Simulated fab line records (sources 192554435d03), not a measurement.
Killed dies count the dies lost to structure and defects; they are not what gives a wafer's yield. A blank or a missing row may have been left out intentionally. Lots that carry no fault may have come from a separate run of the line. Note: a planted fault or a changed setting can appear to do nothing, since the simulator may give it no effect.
Split-lot experiment    flow n5_finfet    on a route of 1938 steps: 7 lots, 21 wafers read

ABOUT THE SPLIT
At N5_BEOL_M4_EXPOSE_25 (exposes mask V3, defocus 5 nm), the setting dose_mj was moved away from the recipe's 63 on 6 of the 21 wafers read, by -7.2% to +4.1%. For the rest of the wafers, this setting stayed at what the recipe calls for.

FROM THE SPLIT TO THE READING: what the file shows between them, 2 steps
- N5_BEOL_M4_PEB_26: peb time 60 s
- N5_BEOL_M4_DEVELOP_27: develop time 30 s

THE READING
cd_nm, in nm, at N5_BEOL_M4_CD_MEAS_28 (target cd 26.2 nm, target cd y 24.1 nm). Fault-free wafers of this fab line usually give 26.20 nm, standard deviation 0.21 nm.

wafer   tool, chamber at the split  dose_mj as run  against the recipe  cd_nm, nm  against lot-mates on the recipe
L074.2  euv_scanner-01, 0           63              recipe              26.22      -
L074.3  euv_scanner-01, 0           63              recipe              26.13      -
L074.5  euv_scanner-01, 0           63              recipe              26.36      -
L076.1  euv_scanner-01, 0           63              recipe              26.37      -
L076.4  euv_scanner-01, 0           63              recipe              25.99      -
L076.6  euv_scanner-01, 0           63              recipe              26.03      -
L077.1  euv_scanner-01, 0           60.02           -4.7%               25.24      -1.12
L077.4  euv_scanner-01, 0           63              recipe              26.24      -
L077.6  euv_scanner-01, 0           63              recipe              26.49      -
L081.3  euv_scanner-01, 0           65.58           +4.1%               27.05      +0.99
L081.4  euv_scanner-01, 0           63              recipe              26.00      -
L081.5  euv_scanner-01, 0           63              recipe              26.13      -
L092.1  euv_scanner-01, 0           58.48           -7.2%               24.99      -1.41
L092.4  euv_scanner-01, 0           63              recipe              26.40      -
L092.6  euv_scanner-01, 0           58.48           -7.2%               24.67      -1.73
L094.2  euv_scanner-01, 0           64.64           +2.6%               26.25      -0.34
L094.5  euv_scanner-01, 0           63              recipe              26.59      -
L094.6  euv_scanner-01, 0           64.64           +2.6%               26.74      +0.15
L097.1  euv_scanner-01, 0           63              recipe              26.35      -
L097.3  euv_scanner-01, 0           63              recipe              26.24      -
L097.5  euv_scanner-01, 0           63              recipe              25.94      -

FIT RESULTS
A straight line over all 21 wafers: cd_nm changes by +0.188 nm for each +1% of dose_mj; r = +0.93; the points scatter about the line by 0.21 nm.
The same after taking each lot's own level away (the mean of its wafers on the recipe; 21 wafers): +0.197 nm for each +1%; r = +0.91; scatter 0.25 nm.
Per that fit: largest dose_mj move, reading shift of 1.4 nm.
Measured against the standard deviation above, the lots' own levels, which go from 26.065 to 26.590 nm, span 2.5 times it.
Consequently the slope shifts little with the lot-to-lot level, the two slopes agreeing.
Check: for one of the wafers moved furthest among these (-7.2%), held out of the fit, the line's prediction against its lot-mates is -1.53 nm. It came out at -1.41 nm against them.

OTHER SPLITS ON THESE WAFERS
Before the reading, these wafers also passed through other splits. Each is held against what the fit with the lots' levels taken away leaves over:
other split on the same wafers  wafers away from the commonest value  r with cd_nm (lot level and that fit taken away)
N5_BEOL_M3_DESCUM_33 time_s     2                                     +0.45
N5_BEOL_M4_COAT_22 spin_rpm     5                                     +0.06

THE FILE'S OWN FIT
cd_nm changes by +0.21 nm for each +1% of dose_mj, r = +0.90.
